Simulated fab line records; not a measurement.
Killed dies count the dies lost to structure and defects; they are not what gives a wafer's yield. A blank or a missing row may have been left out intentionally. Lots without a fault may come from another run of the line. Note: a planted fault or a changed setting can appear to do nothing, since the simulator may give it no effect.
Lot-split experiment + flow n5Finfet + on a route of 1938 steps: 7 lots, 39 wafers read

SPLIT DETAILS
At N5_SDB_HM_DEP_00 (deposits SiNx from SiH4/NH3/N2, target thk 40 nm, time 35.3 s), the setting targetThkA was moved away from the recipe's 400 angstrom on 15 of the 39 wafers read, by -55.8% to +54.9%. All remaining wafers had this setting at the recipe value.

FROM THE SPLIT TO THE READING: what the file shows between them, 9 steps
- N5_SDB_COAT_03: time 60 s, resist thk 100 nm
- N5_SDB_COAT_04: time 60 s, resist thk 18 nm
- N5_SDB_STRIP_19: strips in N2/H2
- N5_SDB_STRIP_21: strips in CF4
- N5_SDB_HM_OPEN_20: chemistry CH3F/O2, target SiNx, stops on poly-Si, target depth 24 nm
- N5_SDB_STRIP_22: strips in N2/H2
- N5_SDB_PRECLEAN_23: cleans in dHF, time 30 s
- N5_SDB_DUMMY_REMOVE_24: chemistry TMAH, target poly-Si, stops on SiO2, target depth 142 nm, time 57 s, rinse time 30 s
- N5_SDB_ETCH_25: etches SiO2 in C4F6/O2, target depth 10 nm, time 3.3 s

THE READING
SiNx_of_SDB_HM_DEP_00.thkNm (the simulator's own value, which no gauge read), in nm, at N5_SDB_CUT_ETCH_26 (etches Si in HBr/Cl2/O2, target depth 129.6 nm, bt time 20 s, time 51.8 s). The file does not state a usual value for it. Here, 24 wafers ran the recipe; their average is 21.9 nm with a standard deviation of 0.7 nm.

| wafer  | tool, chamber at the split | targetThkA as run, angstrom | against the recipe | SiNx_of_SDB_HM_DEP_00.thkNm, nm | against lot-mates on the recipe |
|--------|----------------------------|-----------------------------|--------------------|---------------------------------|---------------------------------|
| L083.1 | pecvd-03, 0                | 400                         | recipe             | 21.8                            | -                               |
| L083.5 | pecvd-03, 0                | 400                         | recipe             | 21.8                            | -                               |
| L083.2 | pecvd-03, 1                | 400                         | recipe             | 22.2                            | -                               |
| L083.4 | pecvd-03, 1,2              | 400                         | recipe             | 22.2                            | -                               |
| L083.3 | pecvd-03, 2                | 400                         | recipe             | 21.6                            | -                               |
| L083.6 | pecvd-03, 1,2              | 400                         | recipe             | 22.8                            | -                               |
| L084.1 | pecvd-03, 1                | 400                         | recipe             | 21.2                            | -                               |
| L084.2 | pecvd-03, 2                | 176.9                       | -55.8%             | 0                               | -22.3                           |
| L084.3 | pecvd-03, 0                | 176.9                       | -55.8%             | 0                               | -22.3                           |
| L084.4 | pecvd-03, 0                | 176.9                       | -55.8%             | 0.2                             | -22.1                           |
| L084.5 | pecvd-03, 1                | 400                         | recipe             | 21.8                            | -                               |
| L084.6 | pecvd-03, 2                | 400                         | recipe             | 23.8                            | -                               |
| L086.1 | pecvd-03, 0                | 400                         | recipe             | 21.4                            | -                               |
| L086.2 | pecvd-03, 2                | 400                         | recipe             | 22                              | -                               |
| L086.3 | pecvd-03, 0                | 619.4                       | +54.9%             | 43.8                            | +21.7                           |
| L086.4 | pecvd-03, 2                | 619.4                       | +54.9%             | 44.2                            | +22.1                           |
| L086.5 | pecvd-03, 2                | 400                         | recipe             | 22.8                            | -                               |
| L086.6 | pecvd-03, 0                | 619.4                       | +54.9%             | 43.6                            | +21.5                           |
| L087.1 | pecvd-04, 2                | 400                         | recipe             | 22.2                            | -                               |
| L087.2 | pecvd-04, 0,1              | 400                         | recipe             | 22.6                            | -                               |
| L087.4 | pecvd-04, 0,1              | 400                         | recipe             | 22.6                            | -                               |
| L091.1 | pecvd-04, 1                | 525.8                       | +31.4%             | 32.8                            | +11.5                           |
| L091.2 | pecvd-04, 2                | 525.8                       | +31.4%             | 33.8                            | +12.5                           |
| L091.3 | pecvd-04, 0                | 400                         | recipe             | 20.8                            | -                               |
| L091.4 | pecvd-04, 0                | 400                         | recipe             | 21                              | -                               |
| L091.5 | pecvd-04, 2                | 400                         | recipe             | 22                              | -                               |
| L091.6 | pecvd-04, 1                | 525.8                       | +31.4%             | 34.4                            | +13.1                           |
| L092.1 | pecvd-01, 0,2              | 400                         | recipe             | 21.2                            | -                               |
| L092.3 | pecvd-01, 1                | 400                         | recipe             | 21.2                            | -                               |
| L092.2 | pecvd-01, 0,2              | 400                         | recipe             | 21.6                            | -                               |
| L092.4 | pecvd-01, 1                | 574.2                       | +43.6%             | 39.2                            | +17.9                           |
| L092.6 | pecvd-01, 0                | 574.2                       | +43.6%             | 39.2                            | +17.9                           |
| L092.5 | pecvd-01, 2                | 574.2                       | +43.6%             | 39                              | +17.7                           |
| L097.1 | pecvd-04, 2,1              | 400                         | recipe             | 21                              | -                               |
| L097.2 | pecvd-04, 2,1              | 400                         | recipe             | 21.8                            | -                               |
| L097.3 | pecvd-04, 0                | 487.3                       | +21.8%             | 29.4                            | +8.1                            |
| L097.4 | pecvd-04, 2                | 400                         | recipe             | 21.2                            | -                               |
| L097.5 | pecvd-04, 0                | 487.3                       | +21.8%             | 30.4                            | +9.1                            |
| L097.6 | pecvd-04, 1                | 487.3                       | +21.8%             | 31                              | +9.7                            |
The file does not say which wafer passed through which chamber wherever a row lists several chambers: such a row stands for several wafers.

FIT RESULTS
A straight line over all 39 wafers: SiNx_of_SDB_HM_DEP_00.thkNm changes by +0.393 nm for each +1% of targetThkA; r = +1.00; the points scatter about the line by 0.66 nm.
The same after taking each lot's own level away (the mean of its wafers on the recipe; 39 wafers): +0.4 nm for each +1%; r = +1.00; scatter 0.53 nm.
The reading moves by 22 nm for the largest change in targetThkA, on that fit.
Across the lots, their own levels run from 21.27 to 22.47 nm, a range of 1.7 times the standard deviation given above.
The two slopes are in agreement: the lot-to-lot level therefore moves the slope only a little.
Check: for one of the wafers moved furthest among these (-55.8%), held out of the fit, the line's prediction against its lot-mates is -22.3 nm. It came out at -22.3 nm against them.

THE OTHER SPLITS THESE WAFERS WENT THROUGH
Note: prior to the reading, these wafers also went through further splits. Each is held against what the fit with the lots' levels taken away leaves over:
| other split on the same wafers        | wafers away from the commonest value | r with SiNx_of_SDB_HM_DEP_00.thkNm (lot level and that fit taken away) |
|---------------------------------------|--------------------------------------|------------------------------------------------------------------------|
| N5_FIN_SAQP_SPACER2_ALD_28 targetThkA | 9                                    | +0.16                                                                  |

THE WHOLE CHAIN: every reading that the file lists as answering this split, in the file's order
| step               | what it does                                                              | reading                                                                      | change (the file's fit)               | r (the file's) |
|--------------------|---------------------------------------------------------------------------|------------------------------------------------------------------------------|---------------------------------------|----------------|
| N5_SDB_HM_DEP_00   | deposits SiNx from SiH4/NH3/N2, target thk 40 nm, time 35.3 s             | SiNx_of_SDB_HM_DEP_00.thkNm (the simulator's own value, which no gauge read) | +0.406 nm for each +1% of the setting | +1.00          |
| N5_SDB_HM_OPEN_20  | chemistry CH3F/O2, target SiNx, stops on poly-Si, target depth 24 nm      | etch.depthNm (the simulator's own value, which no gauge read)                | +0.295 nm for each +1% of the setting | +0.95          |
| N5_SDB_CUT_ETCH_26 | etches Si in HBr/Cl2/O2, target depth 129.6 nm, bt time 20 s, time 51.8 s | SiNx_of_SDB_HM_DEP_00.thkNm (the simulator's own value, which no gauge read) | +0.4 nm for each +1% of the setting   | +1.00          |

FILE'S OWN FIT
SiNx_of_SDB_HM_DEP_00.thkNm changes by +0.4 nm for each +1% of targetThkA, r = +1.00.
